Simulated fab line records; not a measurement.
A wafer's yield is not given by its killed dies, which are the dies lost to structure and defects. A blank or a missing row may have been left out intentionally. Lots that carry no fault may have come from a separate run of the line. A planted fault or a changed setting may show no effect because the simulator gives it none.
A struck lot beside a sound one -- flow n5-finfet -- 38 steps out of a route of 1938
Sound: these wafers, L816.2, L816.3, L816.5. Wafers struck: L828.1, L828.5, L828.6. At the end, the cause is stated.
Order at every step that has rows: each side's tool, ch and its chambers, its first start. Under that, the readings that differ: sound wafers -- struck wafers -- difference of the means -- sigmas: that difference in standard deviations of wafers without a fault.
alike: a reading whose means differ by less than 2 such deviations, as well as words and numbers matching on both sides. not compared: withheld readings; readings where some wafer has no value; bounds like >300 that might hide an equal value; numbers whose values overlap and for which the record gives no deviation.
A row with sigmas, a row that says differs or no value, or rows on one side alone: a step with any of these is where the two part. When numbers do not overlap yet have no deviation, they are printed without sigmas and do not part them. Lack of a reading on every wafer of one side parts them only where that side has two or more wafers.

first, 9 steps without rows for these wafers: N5_BEOL_M0_ANNEAL_135 (time 60 s); N5_BEOL_M0_SPUTTER_141 (material Cu, target thk 4 nm, time 7.37 s); N5_BEOL_M0_ECD_118 (material Cu, target thk 300 nm); N5_BEOL_M0_ANNEAL_119 (time 90 s); N5_BEOL_M0_CMP_120 (polishes, stops on SiOC, t overpolish 6.9 s); N5_BEOL_M0_PRE_CLEAN_131 (time 15 s); N5_BEOL_M0_CO_CAP_123 (material Co, precursor CCTBA/H2, target thk 2 nm, time 102.1 s); N5_BEOL_M0_PRE_CLEAN_124 (time 15 s); N5_BEOL_M0_DEP_125 (deposits SiCN from 3MS/NH3, target thk 8 nm, time 14 s).
N5_BEOL_M1_ILD_DEP_00: deposits SiOC from DEMS/O2, target thk 79 nm, time 15.3 s.
  sound on pecvd-01 ch 0,1, day 6 13:03; struck on pecvd-01 ch 0,1, day 9 19:59
  alike: chamber-pressure-Torr, heater-power-w, showerhead-plenum-p-Torr, throttle-valve-pct
then, 11 steps without rows for these wafers: N5_BEOL_M1_PECVD_72 (deposits SiO2 from TEOS/O2, target thk 16 nm, time 18 s); N5_BEOL_M1_HM_DEP_02 (deposits TiN, target thk 20 nm); N5_BEOL_M1_COAT_61 (time 60 s, resist thk 60 nm); N5_BEOL_M1_COAT_62 (time 60 s, resist thk 12 nm); N5_BEOL_M1_COAT_73 (time 60 s, resist thk 5 nm); N5_BEOL_M1_COAT_05 (resist thk 30 nm); N5_BEOL_M1_EBR_07; N5_BEOL_M1_SOFTBAKE_06 (time 60 s); N5_BEOL_M1_EXPOSE_08 (exposes mask M1); N5_BEOL_M1_PEB_09 (peb time 60 s); N5_BEOL_M1_DEVELOP_10 (develop time 30 s).
N5_BEOL_M1_INSPECT_13: inspects for defects (brightfield).
  struck on defect-inspect-02, day 9 21:06; sound on defect-inspect-02, day 6 15:44
reading,sound,struck,difference,sigmas
raw-defect-count,445 383 476,698 739 743,+292,+3
then, 13 steps without rows for these wafers: N5_BEOL_M1_DESCUM_16 (chemistry O2, time 7 s); N5_BEOL_M1_ETCH_74 (etches underlayer in N2/H2, target depth 6.5 nm, time 5.2 s); N5_BEOL_M1_ETCH_63 (etches SiARC in CF4, target depth 15.6 nm, time 26 s); N5_BEOL_M1_ETCH_64 (etches SOC in N2/H2, target depth 75 nm, overetch 15 nm, time 112.5 s); N5_BEOL_M1_STRIP_65 (strips in N2/H2); N5_BEOL_M1_STRIP_75 (strips in N2/H2); N5_BEOL_M1_STRIP_66 (strips in CF4); N5_BEOL_M1_HM_OPEN_17 (chemistry Cl2/BCl3, target TiN, target depth 20 nm, overetch 6 nm); N5_BEOL_M1_STRIP_19 (strips in O2); N5_BEOL_M1_COAT_67 (time 60 s, resist thk 60 nm); N5_BEOL_M1_COAT_68 (time 60 s, resist thk 12 nm); N5_BEOL_M1_COAT_76 (time 60 s, resist thk 5 nm); N5_BEOL_M1_COAT_22 (resist thk 30 nm).
N5_BEOL_M1_INSPECT_30: inspects for defects (brightfield).
  struck on defect-inspect-01, day 9 22:07; sound on defect-inspect-01, day 6 17:13
reading,sound,struck,difference,sigmas
raw-defect-count,444 351 432,668 708 726,+292,+3
N5_BEOL_M4_RC_MEAS_101:
  sound on prober-01 ch 0, day 8 13:10; struck on prober-02 ch 0, day 11 16:53
reading,sound,struck,difference,sigmas
DIBL_N (mV/V),33.9 33.7 33.7,39.3 37.5 36.7,+4.1,+2
  alike: DIBL_P, IOFF_N, IOFF_P, ION_N, ION_P, SS_N, SS_P, VT_N, VT_P
-- record jumps: 5 days separate the struck wafers' starts on either side; left off in module BEOL_M4, taken up again in module PASSIVATION, whose first shown step is the route's number 1936 --
N5_PASSIVATION_PROBE_49:
  the record has rows for the struck wafers here (prober-01, day 16 13:55) and none for the sound ones

WHERE THEY PART
Last at N5_PASSIVATION_PROBE_49 as far as this record goes, first at N5_BEOL_M1_INSPECT_13.

WHY: what had been put in by the simulator
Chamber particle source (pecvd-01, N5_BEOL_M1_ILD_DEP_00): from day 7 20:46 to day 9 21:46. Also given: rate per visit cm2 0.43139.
